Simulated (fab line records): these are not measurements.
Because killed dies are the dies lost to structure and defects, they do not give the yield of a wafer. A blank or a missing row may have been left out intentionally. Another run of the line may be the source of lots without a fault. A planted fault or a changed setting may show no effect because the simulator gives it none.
fab line records    flow n5Finfet    part 1 of 2: steps 1 to 26 of 32
record: lots: 5  wafers: 15  lastDay: 19
route steps=1938 shown BEOL_M7@1321 BEOL_M8@1332
lots untouched by any fault: they come from a run of this same line in which no faults occurred
startH: hours from the record's opening day to when the first of the lot's shown wafers began    waitH: how many hours have passed since the lot's step before this one    " the same as in the row above    L1.1+2: a single row standing in for several wafers    - no value, or no start was given    * or withheld: withheld    < > ~ a bound
route shown NAME@n: names a module that has steps shown in the file, with the first one's number in the route    usual: mean and standard deviation over wafers with no fault    same: alike in all rows    chamber/n: place in a boat    sites: the reading at each site    _std_site: the standard deviation of these    _edge_site: the outer-site mean with the inner-site mean subtracted    radiusMm: how far each site lies from the wafer's centre    mask NAME#n: copy n    behind: the most recent tool/chamber to have shaped the wafer    hold: why the lot was held/for how many hours/how that ended    device: the transistor (n, p or np) that didn't switch    end of line: the same wafers' tests at the end of the route    where a step has no rows: the recipe by itself    killed: count of dies lost to structure and defects at first sort (not the wafer's yield)    map: a wafer's dies, marking killed ones x, the rest . and places with no die _
set.NAME: the run value of the setting; set.NAME@STEP: its run value at that earlier step    model.NAME: the simulator's own value behind a step, which no gauge read
lots seen at some steps along the route; tables by step, rows by wafer
services: the hour from which a tool's chamber was out of use, counted from the record's first day as startH (under 0 if before that day), plus the number of hours and why
== steps ==
step: N5_BEOL_M7_SURFACE_TREAT_79
recipe: gas: Ar  timeS: *  ionEnergyEv: *  ionCurrentMaCm2: 0.5  pressureMtorr: *  arFlowSccm: 30
usual: arFlowSccm: 30.01/0.088  throttleValvePct: *
lot.wafer  tool           chamber  startH  waitH  arFlowSccm  throttleValvePct
L078.2     pvdSputter-03  -        241.06  0.2    29.99       *
L078.4     "              -        "       "      30.06       *
L078.6     "              -        "       "      29.86       *
L085.1     pvdSputter-02  -        288.30  0.3    30.04       *
L085.3     "              -        "       "      30.02       *
L085.6     "              -        "       "      30.02       *
L090.3     pvdSputter-03  -        331.66  0.2    30.08       *
L090.5     "              -        "       "      29.99       *
L090.6     "              -        "       "      29.91       *
L094.1     pvdSputter-02  -        356.52  0.4    29.99       *
L094.3     "              -        "       "      29.96       *
L094.4     "              -        "       "      29.96       *
L097.2     pvdSputter-03  -        375.79  0.2    30.05       *
L097.4     "              -        "       "      29.96       *
L097.6     "              -        "       "      29.99       *
step: N5_BEOL_M7_CVD_78
recipe: material: Co  targetThkA: 20  tempC: withheld  precursor: CCTBA/H2  pressureTorr: 30  timeS: 142.3
lot.wafer   tool      chamber  startH  waitH
L078.2+4+6  cvdCo-01  0,2,1    241.35  0.3
L085.1+3+6  cvdCo-01  1        288.58  0.3
L090.3+5+6  cvdCo-01  2,1,2    331.76  0.1
L094.1+3+4  cvdCo-02  1,0,2    356.58  0.0
L097.2+4+6  cvdCo-02  0,2,0    375.87  0.1
step: N5_BEOL_M7_SPUTTER_48
recipe: material: Cu  targetThkA: 100  tempC: -20  biasV: 60  powerW: 26000  chamberPressurePa: 0.13  timeS: 1.667
usual: chuckSensorTempC: -16.0/0.63  susceptorTempC: -20.00/0.1  throttleValvePct: 30.0/1
lot.wafer  tool           chamber  startH  waitH  chuckSensorTempC  susceptorTempC  throttleValvePct
L078.2     pvdSputter-02  -        241.66  0.3    -16.7             -20.00          29.0
L078.4     "              -        "       "      -15.6             -19.94          29.2
L078.6     "              -        "       "      -15.4             -19.96          29.5
L085.1     pvdSputter-02  -        288.78  0.2    -16.7             -19.94          29.1
L085.3     "              -        "       "      -15.0             -20.09          30.5
L085.6     "              -        "       "      -15.0             -20.14          30.5
L090.3     pvdSputter-02  -        331.92  0.1    -16.6             -20.04          29.4
L090.5     "              -        "       "      -15.0             -20.03          30.6
L090.6     "              -        "       "      -16.0             -20.12          30.3
L094.1     pvdSputter-01  -        356.74  0.1    -16.3             -20.16          28.7
L094.3     "              -        "       "      -15.8             -20.01          30.9
L094.4     "              -        "       "      -16.7             -20.19          31.2
L097.2     pvdSputter-03  -        376.03  0.1    -16.1             -20.00          29.2
L097.4     "              -        "       "      -16.1             -20.09          30.5
L097.6     "              -        "       "      -16.1             -19.99          30.7
step: N5_BEOL_M7_ECD_50
recipe: material: Cu  targetThkA: 3000
lot.wafer   tool      chamber  startH  waitH
L078.2+4+6  ecdCu-02  0        241.78  0.1
L085.1+3+6  ecdCu-02  1,0,0    288.90  0.1
L090.3+5+6  ecdCu-01  1,1,0    332.08  0.1
L094.1+3+4  ecdCu-02  0,0,1    356.86  0.1
L097.2+4+6  ecdCu-02  1,0,0    376.22  0.2
step: N5_BEOL_M7_ANNEAL_51
recipe: tempC: 225  timeS: 90  ambient: N2
usual: wafer_temp_C_max: 226.01/0.24
lot.wafer  tool          chamber  startH  waitH  wafer_temp_C_max
L078.2     rtpAnneal-01  0        242.10  0.3    226.36
L078.4     "             0        "       "      225.94
L078.6     "             0        "       "      226.37
L085.1     rtpAnneal-02  0        289.05  0.1    225.88
L085.3     "             0        "       "      225.63
L085.6     "             0        "       "      225.85
L090.3     rtpAnneal-02  0        332.50  0.4    225.86
L090.5     "             0        "       "      226.19
L090.6     "             0        "       "      226.04
L094.1     rtpAnneal-01  0        357.06  0.2    226.56
L094.3     "             0        "       "      225.92
L094.4     "             0        "       "      225.87
L097.2     rtpAnneal-01  0        379.81  3.6    225.90
L097.4     "             0        "       "      225.98
L097.6     "             0        "       "      226.05
step: N5_BEOL_M7_CMP_52
recipe: stopOn: SiCOH_lowk  tOverpolishS: 6.9  downForcePsi: 1  platenRpm: 50  clearingPlatenDownForcePsi: 1.5  clearingPlatenRpm: 50  postCmpClean: cuAlkaline  targetThkNm: 80  clearingPlatenPadVelocityMS: 0.99484  padVelocityMS: 0.99484
usual: barrierFieldEndpointS: 28.7/0.74  motorCurrentA: 6.0/0.35  overpolishRunS: 6.899/0.0096  timeToEndpointS: 62/3.2
same: tOverpolishS: 6.9
lot.wafer  tool    chamber  startH  waitH  barrierFieldEndpointS  motorCurrentA  overpolishRunS  timeToEndpointS
L078.2     cmp-03  0        242.39  0.2    29.5                   6.4            6.890           60
L078.4     "       2        "       "      29.6                   6.3            6.894           64
L078.6     "       3        "       "      29.0                   5.5            6.909           62
L085.1     cmp-04  1        289.34  0.3    28.2                   6.0            6.906           64
L085.3     "       0        "       "      28.4                   6.2            6.892           57
L085.6     "       1        "       "      29.2                   5.8            6.898           63
L090.3     cmp-03  2        332.75  0.2    28.7                   6.6            6.901           61
L090.5     "       1        "       "      28.8                   5.7            6.880           60
L090.6     "       2        "       "      29.9                   6.3            6.904           63
L094.1     cmp-04  1        357.39  0.3    27.9                   5.9            6.894           61
L094.3     "       2        "       "      28.4                   6.2            6.928           58
L094.4     "       3        "       "      28.3                   5.6            6.901           59
L097.4     cmp-03  3        380.15  0.2    29.7                   5.7            6.893           66
L097.2     "       0        "       "      28.2                   6.8            6.906           61
L097.6     "       2        "       "      29.5                   5.9            6.897           66
step: N5_BEOL_M7_THK_MEAS_53
recipe: thkMeasGauge: xrf  reads: Cu_of_BEOL_M7_ECD_50
usual: M7_THK: 81.1/1.8
lot.wafer  tool          chamber  startH  waitH  M7_THK[nm]
L078.2     filmMetro-01  -        242.65  -      78.4
L078.4     "             -        "       "      79.9
L078.6     "             -        "       "      80.9
L085.1     filmMetro-02  -        289.64  -      77.3
L085.3     "             -        "       "      78.8
L085.6     "             -        "       "      78.0
L090.3     filmMetro-02  -        333.01  -      79.4
L090.5     "             -        "       "      80.9
L090.6     "             -        "       "      82.1
L094.1     filmMetro-02  -        357.65  -      80.8
L094.3     "             -        "       "      78.5
L094.4     "             -        "       "      81.5
L097.2     filmMetro-01  -        380.37  -      80.2
L097.4     "             -        "       "      81.0
L097.6     "             -        "       "      82.4
step: N5_BEOL_M7_PRE_CLEAN_55
recipe: gas: NH3  timeS: 15  tempC: withheld  rfPowerW: 300
lot.wafer   tool      chamber  startH  waitH
L078.2+4+6  pecvd-03  0,2,1    242.69  0.0
L085.1+3+6  pecvd-01  0,2,2    289.68  0.0
L090.3+5+6  pecvd-04  1,0,2    333.05  0.0
L094.1+3+4  pecvd-04  1,0,1    357.68  0.0
L097.2+4+6  pecvd-01  1,0,2    380.41  0.0
step: N5_BEOL_M7_DEP_56
recipe: material: SiCN  targetThkA: 100  tempC: withheld  precursor: 3MS/NH3  pressureTorr: 3  rfW: 202  timeS: 17.5
usual: showerheadPlenumPTorr: 3.669/0.0081  throttleValvePct: 9.1/0.51
lot.wafer  tool      chamber  startH  waitH  showerheadPlenumPTorr  throttleValvePct
L078.2     pecvd-03  0        242.71  0.0    3.644                  9.4
L078.4     "         2        "       "      3.654                  8.3
L078.6     "         1        "       "      3.644                  10.6
L085.1     pecvd-01  0        289.70  0.0    3.669                  9.5
L085.3     "         2        "       "      3.673                  8.5
L085.6     "         2        "       "      3.669                  8.6
L090.3     pecvd-04  1        333.07  0.0    3.679                  9.0
L090.5     "         0        "       "      3.676                  8.9
L090.6     "         2        "       "      3.666                  9.2
L094.1     pecvd-04  1        357.71  0.0    3.666                  8.9
L094.3     "         0        "       "      3.677                  8.7
L094.4     "         1        "       "      3.664                  8.9
L097.2     pecvd-01  1        380.43  0.0    3.679                  9.6
L097.4     "         0        "       "      3.676                  9.7
L097.6     "         2        "       "      3.673                  8.4
step: N5_BEOL_M7_RS_MEAS_57
recipe: thkMeasGauge: four-point-probe  reads: Cu_of_BEOL_M7_ECD_50+Co_of_BEOL_M7_CVD_78+TaN_of_BEOL_M7_ALD_77
usual: M7_RS: 0.292/0.0077
lot.wafer  tool          chamber  startH  waitH  M7_RS[ohm/sq]
L078.2     filmMetro-02  -        242.78  0.1    0.301
L078.4     "             -        "       "      0.296
L078.6     "             -        "       "      0.289
L085.1     filmMetro-02  -        289.77  0.1    0.307
L085.3     "             -        "       "      0.300
L085.6     "             -        "       "      0.304
L090.3     filmMetro-02  -        333.14  0.1    0.301
L090.5     "             -        "       "      0.293
L090.6     "             -        "       "      0.289
L094.1     filmMetro-01  -        357.78  0.1    0.296
L094.3     "             -        "       "      0.307
L094.4     "             -        "       "      0.294
L097.2     filmMetro-01  -        380.50  0.1    0.294
L097.4     "             -        "       "      0.291
L097.6     "             -        "       "      0.285
step: N5_BEOL_M7_INSPECT_58
recipe: inspectInstrument: darkfield  mode: postDep
usual: rawDefectCount: 69/22
lot.wafer  tool              chamber  startH  waitH  rawDefectCount
L078.2     defectInspect-02  -        242.81  0.0    121
L078.4     "                 -        "       "      134
L078.6     "                 -        "       "      95
L085.1     defectInspect-01  -        289.79  0.0    64
L085.3     "                 -        "       "      66
L085.6     "                 -        "       "      115
L090.3     defectInspect-01  -        333.17  0.0    41
L090.5     "                 -        "       "      32
L090.6     "                 -        "       "      54
L094.1     defectInspect-02  -        357.80  0.0    64
L094.3     "                 -        "       "      26
L094.4     "                 -        "       "      33
L097.2     defectInspect-01  -        380.53  0.0    62
L097.4     "                 -        "       "      77
L097.6     "                 -        "       "      62
step: N5_BEOL_M8_ILD_DEP_00
recipe: material: SiCOH_lowk  targetThkA: 1797.5  tempC: 300  precursor: DEMS/porogen  pressureTorr: 5  rfW: 500  timeS: 33.4
usual: heaterPowerW: 315/50  showerheadPlenumPTorr: 5.746/0.011  susceptorTempC: 300.00/0.19  throttleValvePct: 13.8/0.64
lot.wafer  tool      chamber  startH  waitH  heaterPowerW  showerheadPlenumPTorr  susceptorTempC  throttleValvePct
L078.2     pecvd-01  1        242.84  0.0    322           5.738                  300.17          14.4
L078.4     "         2        "       "      378           5.745                  299.92          12.9
L078.6     "         0        "       "      311           5.726                  300.15          15.0
L085.1     pecvd-01  0        289.83  0.0    342           5.737                  300.06          14.8
L085.3     "         1        "       "      322           5.747                  299.90          14.5
L085.6     "         1        "       "      333           5.742                  299.92          14.6
L090.3     pecvd-01  1        333.20  0.0    332           5.739                  300.08          14.8
L090.5     "         2        "       "      428           5.740                  299.71          13.3
L090.6     "         1        "       "      274           5.740                  299.71          14.4
L094.1     pecvd-02  2        357.84  0.0    349           5.733                  299.73          13.3
L094.3     "         0        "       "      271           5.745                  299.97          13.6
L094.4     "         2        "       "      361           5.724                  300.10          13.6
L097.2     pecvd-02  2        380.57  0.0    344           5.722                  300.19          13.2
L097.4     "         0        "       "      323           5.757                  299.80          13.6
L097.6     "         1        "       "      299           5.752                  300.03          13.5
step: N5_BEOL_M8_CURE_74
recipe: tempC: 385  timeS: 240  ambient: He/Ar  material: SiCOH_lowk
usual: lampPowerPct: 52.30/0.055  wafer_temp_C_max: 387.0/0.64
lot.wafer  tool       chamber  startH  waitH  lampPowerPct  wafer_temp_C_max
L078.2     uvCure-02  2        242.99  0.1    52.33         387.1
L078.4     "          2        "       "      52.24         387.4
L078.6     "          2        "       "      52.28         386.7
L085.1     uvCure-01  1        289.90  0.0    52.38         387.8
L085.3     "          1        "       "      52.29         387.6
L085.6     "          1        "       "      52.32         387.5
L090.3     uvCure-02  2        333.43  0.2    52.39         387.5
L090.5     "          2        "       "      52.34         387.6
L090.6     "          2        "       "      52.33         387.3
L094.1     uvCure-03  1        357.90  0.0    52.36         387.1
L094.3     "          1        "       "      52.20         386.8
L094.4     "          1        "       "      52.27         386.9
L097.2     uvCure-02  2        380.71  0.1    52.38         387.3
L097.4     "          2        "       "      52.27         387.2
L097.6     "          2        "       "      52.35         387.5
step: N5_BEOL_M8_THK_MEAS_01
recipe: reads: SiCOH_lowk_of_BEOL_M8_ILD_DEP_00
usual: M8_ILD_THK: 154.7/2
lot.wafer  tool          chamber  startH  waitH  M8_ILD_THK[nm]
L078.2     filmMetro-01  -        243.42  0.4    154.9
L078.4     "             -        "       "      154.7
L078.6     "             -        "       "      154.3
L085.1     filmMetro-02  -        290.41  0.4    151.7
L085.3     "             -        "       "      153.1
L085.6     "             -        "       "      152.6
L090.3     filmMetro-02  -        333.78  0.3    156.3
L090.5     "             -        "       "      158.5
L090.6     "             -        "       "      157.7
L094.1     filmMetro-01  -        358.42  0.4    152.3
L094.3     "             -        "       "      152.6
L094.4     "             -        "       "      153.4
L097.2     filmMetro-01  -        381.14  0.4    155.6
L097.4     "             -        "       "      158.5
L097.6     "             -        "       "      159.9
step: N5_BEOL_M8_PECVD_70
recipe: material: SiO2  targetThkA: 200  tempC: 400  precursor: TEOS/O2  pressureTorr: 5.5  rfW: 450  teosFlowSccm: 53.8  gas: O2  flowSccm: 3000  timeS: 22.7
usual: heaterPowerW: 740/91  showerheadPlenumPTorr: 8.81/0.033  susceptorTempC: 399.99/0.21  throttleValvePct: 22.3/1.1
lot.wafer  tool      chamber  startH  waitH  heaterPowerW  showerheadPlenumPTorr  susceptorTempC  throttleValvePct
L078.2     pecvd-01  2        243.46  0.0    921           8.80                   400.20          20.8
L078.4     "         2        "       "      941           8.85                   399.85          20.7
L078.6     "         0        "       "      712           8.79                   400.13          23.8
L085.1     pecvd-01  0        290.45  0.0    767           8.80                   399.73          24.0
L085.3     "         2        "       "      866           8.82                   400.48          20.8
L085.6     "         1        "       "      730           8.83                   400.00          23.5
L090.3     pecvd-01  1        333.82  0.0    665           8.84                   399.89          23.6
L090.5     "         0        "       "      811           8.82                   400.18          24.2
L090.6     "         2        "       "      945           8.84                   400.00          21.1
L094.1     pecvd-01  1        358.45  0.0    681           8.82                   400.00          23.8
L094.3     "         0        "       "      726           8.78                   399.92          24.1
L094.4     "         2        "       "      879           8.82                   399.89          20.6
L097.2     pecvd-02  0        381.18  0.0    746           8.83                   399.63          21.6
L097.4     "         0        "       "      714           8.81                   399.87          21.7
L097.6     "         2        "       "      788           8.77                   400.18          21.8
step: N5_BEOL_M8_HM_DEP_02
recipe: material: TiN  targetThkA: 200  tempC: 25  chamberPressurePa: 0.49996
usual: susceptorTempC: 25.00/0.11  throttleValvePct: 30.1/1
lot.wafer  tool           chamber  startH  waitH  susceptorTempC  throttleValvePct
L078.2     pvdSputter-03  -        244.76  1.3    24.80           29.6
L078.4     "              -        "       "      24.84           30.5
L078.6     "              -        "       "      24.87           30.9
L085.1     pvdSputter-03  -        291.91  1.4    25.04           28.5
L085.3     "              -        "       "      25.07           30.6
L085.6     "              -        "       "      24.86           29.6
L090.3     pvdSputter-01  -        335.06  1.2    24.92           31.0
L090.5     "              -        "       "      25.02           32.2
L090.6     "              -        "       "      25.08           28.8
L094.1     pvdSputter-02  -        359.96  1.5    24.90           30.5
L094.3     "              -        "       "      25.04           30.2
L094.4     "              -        "       "      24.77           29.2
L097.2     pvdSputter-03  -        382.87  1.7    25.16           31.0
L097.4     "              -        "       "      24.94           29.3
L097.6     "              -        "       "      24.88           30.7
step: N5_BEOL_M8_COAT_59
recipe: resist: SOC  tempC: 250  timeS: 60  spinRpm: 1500  resistThkNm: 100
usual: spinSpeedRpm: 1500.1/0.9
lot.wafer  tool           chamber  startH  waitH  spinSpeedRpm
L078.2     lithoTrack-02  0        244.89  0.1    1501.7
L078.4     "              0        "       "      1499.2
L078.6     "              0        "       "      1501.1
L085.1     lithoTrack-05  0        292.04  0.1    1500.3
L085.3     "              0        "       "      1500.4
L085.6     "              0        "       "      1499.0
L090.3     lithoTrack-02  0        335.18  0.1    1499.5
L090.5     "              0        "       "      1499.5
L090.6     "              0        "       "      1501.2
L094.1     lithoTrack-01  0        360.08  0.1    1501.3
L094.3     "              0        "       "      1500.1
L094.4     "              0        "       "      1500.7
L097.2     lithoTrack-02  0        382.99  0.1    1500.5
L097.4     "              0        "       "      1501.2
L097.6     "              0        "       "      1501.3
step: N5_BEOL_M8_COAT_60
recipe: resist: SiARC  tempC: 220  timeS: 60  spinRpm: 1500  resistThkNm: 35
usual: spinSpeedRpm: 1499.8/0.87
lot.wafer  tool           chamber  startH  waitH  spinSpeedRpm
L078.2     lithoTrack-02  0        -       -      1499.1
L078.4     "              0        "       "      1499.0
L078.6     "              0        "       "      1499.5
L085.1     lithoTrack-05  0        -       -      1499.6
L085.3     "              0        "       "      1500.2
L085.6     "              0        "       "      1499.9
L090.3     lithoTrack-02  0        -       -      1497.5
L090.5     "              0        "       "      1500.3
L090.6     "              0        "       "      1497.7
L094.1     lithoTrack-01  0        -       -      1499.0
L094.3     "              0        "       "      1499.4
L094.4     "              0        "       "      1501.7
L097.2     lithoTrack-02  0        -       -      1500.8
L097.4     "              0        "       "      1500.5
L097.6     "              0        "       "      1498.7
step: N5_BEOL_M8_COAT_05
recipe: resist: CAR-ArF  spinRpm: 1500  resistThkNm: 90
usual: spinSpeedRpm: 1500.0/0.91
lot.wafer  tool           chamber  startH  waitH  spinSpeedRpm
L078.2     lithoTrack-02  0        -       -      1500.1
L078.4     "              0        "       "      1499.2
L078.6     "              0        "       "      1501.2
L085.1     lithoTrack-05  0        -       -      1499.2
L085.3     "              0        "       "      1499.7
L085.6     "              0        "       "      1500.0
L090.3     lithoTrack-02  0        -       -      1501.2
L090.5     "              0        "       "      1499.8
L090.6     "              0        "       "      1499.0
L094.1     lithoTrack-01  0        -       -      1499.1
L094.3     "              0        "       "      1499.6
L094.4     "              0        "       "      1500.1
L097.2     lithoTrack-02  0        -       -      1500.5
L097.4     "              0        "       "      1500.6
L097.6     "              0        "       "      1498.9
step: N5_BEOL_M8_EBR_07
recipe: solvent: PGMEA  ebrWidthMm: 1.5
lot.wafer   tool           chamber  startH  waitH
L078.2+4+6  lithoTrack-02  0        -       -
L085.1+3+6  lithoTrack-05  0        -       -
L090.3+5+6  lithoTrack-02  0        -       -
L094.1+3+4  lithoTrack-01  0        -       -
L097.2+4+6  lithoTrack-02  0        -       -
step: N5_BEOL_M8_SOFTBAKE_06
recipe: tempC: 110  timeS: 60  resist: CAR-ArF
lot.wafer   tool           chamber  startH  waitH
L078.2+4+6  lithoTrack-02  0        -       -
L085.1+3+6  lithoTrack-05  0        -       -
L090.3+5+6  lithoTrack-02  0        -       -
L094.1+3+4  lithoTrack-01  0        -       -
L097.2+4+6  lithoTrack-02  0        -       -
step: N5_BEOL_M8_EXPOSE_08
recipe: maskId: M8  na: 1.35  sourceShape: dipole  sigmaInner: 0.817  sigmaOuter: 0.97  polarization: te  doseMj: 68.25
same: dipoleOpeningDeg: 35  sigmaOuter: 0.97
lot.wafer   tool            chamber  startH  waitH  mask
L078.2+4+6  arfiScanner-02  0        245.14  -      M8#0
L085.1+3+6  arfiScanner-01  0        292.15  -      M8#0
L090.3+5+6  arfiScanner-01  0        335.31  -      M8#0
L094.1+3+4  arfiScanner-01  0        360.33  -      M8#0
L097.2+4+6  arfiScanner-03  0        383.24  -      M8#0
step: N5_BEOL_M8_PEB_09
recipe: pebTempC: withheld  pebTimeS: 60  resist: CAR-ArF
lot.wafer   tool           chamber  startH  waitH
L078.2+4+6  lithoTrack-02  0        245.19  0.0
L085.1+3+6  lithoTrack-01  0        292.21  0.1
L090.3+5+6  lithoTrack-01  0        335.36  0.0
L094.1+3+4  lithoTrack-02  0        360.39  0.1
L097.2+4+6  lithoTrack-01  0        383.30  0.0
step: N5_BEOL_M8_DEVELOP_10
recipe: developTimeS: 30  developer: TMAH  resist: CAR-ArF  rinseLiquid: diw  dry: airSpin  devTempC: 23
lot.wafer   tool           chamber  startH  waitH
L078.2+4+6  lithoTrack-02  0        -       -
L085.1+3+6  lithoTrack-01  0        -       -
L090.3+5+6  lithoTrack-01  0        -       -
L094.1+3+4  lithoTrack-02  0        -       -
L097.2+4+6  lithoTrack-01  0        -       -
step: N5_BEOL_M8_CD_MEAS_11
recipe: targetCdNm: 38.5  landingEnergyEv: 500  detector: seInlens  polarity: opening
usual: cdNm: 38.3/0.47
lot.wafer  tool      chamber  startH  waitH  cdNm
L078.2     cdSem-03  0        245.26  -      38.4
L078.4     "         0        "       "      38.9
L078.6     "         0        "       "      38.0
L085.1     cdSem-02  0        292.28  -      38.9
L085.3     "         0        "       "      38.2
L085.6     "         0        "       "      38.2
L090.3     cdSem-01  0        335.43  -      38.4
L090.5     "         0        "       "      38.2
L090.6     "         0        "       "      38.3
L094.1     cdSem-01  0        360.46  -      38.6
L094.3     "         0        "       "      38.6
L094.4     "         0        "       "      38.7
L097.2     cdSem-03  0        383.37  -      38.0
L097.4     "         0        "       "      38.0
L097.6     "         0        "       "      38.1
step: N5_BEOL_M8_OVL_MEAS_12
recipe: pointsPerWafer: 44
usual: M8_OVL: -0.6/0.68
lot.wafer  tool        chamber  startH  waitH  M8_OVL[nm]
L078.2     overlay-01  0        245.29  0.0    -1.2
L078.4     "           0        "       "      -0.6
L078.6     "           0        "       "      -1.1
L085.1     overlay-01  0        292.31  0.0    0.5
L085.3     "           0        "       "      0.5
L085.6     "           0        "       "      -1.2
L090.3     overlay-01  0        335.46  0.0    -0.8
L090.5     "           0        "       "      -0.8
L090.6     "           0        "       "      0.1
L094.1     overlay-02  0        360.49  0.0    0.9
L094.3     "           0        "       "      0.1
L094.4     "           0        "       "      -0.6
L097.2     overlay-01  0        383.40  0.0    -1.1
L097.4     "           0        "       "      -1.1
L097.6     "           0        "       "      -0.1
